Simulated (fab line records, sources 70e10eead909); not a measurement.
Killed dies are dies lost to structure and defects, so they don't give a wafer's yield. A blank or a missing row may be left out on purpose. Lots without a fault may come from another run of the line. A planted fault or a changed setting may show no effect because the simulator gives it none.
Chamber matching | flow nand_harc | NHARC_P_CONTACT_DESCUM_17 on rie_diel-01: 4 sister chambers
The step chemistry O2, time 3 s. 33 wafers are shown with their chamber, then 12 later ones without.

WAFERS WITH THEIR CHAMBER
wafer  | chamber | showerhead_plenum_p_Torr (Torr) | drypump_motor_current_A (A) | oes_product_au (a.u.)
L076.4 | 0       | 1.88                            | 5.9                         | 0.994
L076.5 | 3       | 2.03                            | 5.5                         | 1.000
L076.6 | 0       | 1.89                            | 5.9                         | 1.001
L080.2 | 1       | 2.04                            | 6.1                         | 1.011
L080.3 | 0       | 1.88                            | 5.9                         | 1.007
L080.4 | 3       | 2.03                            | 5.5                         | 0.997
L083.2 | 2       | 1.82                            | 5.2                         | 0.990
L083.3 | 0       | 1.88                            | 5.9                         | 1.012
L083.4 | 1       | 2.04                            | 6.1                         | 1.013
L083.1 | 3       | 2.03                            | 5.4                         | 0.987
L083.5 | 1       | 2.04                            | 6.1                         | 0.999
L083.6 | 0       | 1.88                            | 5.9                         | 1.014
L085.2 | 2       | 1.81                            | 5.2                         | 0.999
L085.3 | 3       | 2.03                            | 5.4                         | 0.994
L085.4 | 0       | 1.88                            | 5.9                         | 1.015
L086.1 | 2       | 1.81                            | 5.2                         | 0.997
L086.2 | 1       | 2.04                            | 6.1                         | 1.007
L086.4 | 0       | 1.88                            | 5.9                         | 1.007
L087.1 | 3       | 2.03                            | 5.4                         | 0.998
L087.4 | 1       | 2.04                            | 6.1                         | 1.001
L087.5 | 0       | 1.88                            | 5.9                         | 1.017
L087.2 | 2       | 1.81                            | 5.1                         | 0.990
L087.3 | 0       | 1.88                            | 5.9                         | 1.018
L087.6 | 3       | 2.03                            | 5.4                         | 0.994
L091.1 | 3       | 2.03                            | 5.4                         | 0.989
L091.3 | 2       | 1.81                            | 5.1                         | 0.997
L091.4 | 1       | 2.04                            | 6.1                         | 0.991
L091.2 | 0       | 1.88                            | 5.9                         | 1.013
L091.5 | 3       | 2.03                            | 5.5                         | 0.991
L091.6 | 2       | 1.81                            | 5.1                         | 0.991
L092.1 | 2       | 1.81                            | 5.1                         | 0.989
L092.2 | 0       | 1.88                            | 5.9                         | 1.002
L092.5 | 3       | 2.03                            | 5.5                         | 0.994

SIGNATURES (means of the wafers above)
reading                  | chamber 0 | chamber 1 | chamber 2 | chamber 3 | scatter within a chamber
showerhead_plenum_p_Torr | 1.8809    | 2.0400    | 1.8114    | 2.0300    | 0.00247
drypump_motor_current_A  | 5.900     | 6.100     | 5.143     | 5.444     | 0.0368
oes_product_au           | 1.00909   | 1.00367   | 0.99329   | 0.99378   | 0.00634
Rule: a wafer's distance from a chamber is the root of the sum, over the readings, of the square of ((its reading less the chamber's mean) divided by the reading's scatter). The wafer belongs to the nearest chamber; if the next one is less than 2 further off, it can't be placed. The scatter: the root of (the sum of the squares of (reading less its chamber's mean) over the shown wafers, divided by (wafers less chambers)).

WAFERS WITHOUT THEIR CHAMBER
wafer  | showerhead_plenum_p_Torr (Torr) | drypump_motor_current_A (A) | oes_product_au (a.u.)
L092.3 | 2.03                            | 5.4                         | 0.987
L092.4 | 2.04                            | 6.1                         | 1.001
L092.6 | 1.81                            | 5.1                         | 0.993
L095.1 | 2.03                            | 5.4                         | 0.992
L095.2 | 1.88                            | 5.9                         | 1.006
L095.4 | 1.81                            | 5.1                         | 1.004
L097.3 | 1.81                            | 5.2                         | 0.997
L097.5 | 2.03                            | 5.5                         | 1.003
L097.6 | 1.88                            | 5.9                         | 1.006
L096.1 | 2.04                            | 6.1                         | 1.013
L096.3 | 1.88                            | 5.9                         | 1.015
L096.4 | 1.81                            | 5.1                         | 1.000

WHICH CHAMBER EACH WENT THROUGH
wafer  | from the rows above | in truth
L092.3 | 3                   | 3
L092.4 | 1                   | 1
L092.6 | 2                   | 2
L095.1 | 3                   | 3
L095.2 | 0                   | 0
L095.4 | 2                   | 2
L097.3 | 2                   | 2
L097.5 | 3                   | 3
L097.6 | 0                   | 0
L096.1 | 1                   | 1
L096.3 | 0                   | 0
L096.4 | 2                   | 2
Placed correctly: 12 of 12. Can't be placed from these rows: 0. Placed wrongly: 0.
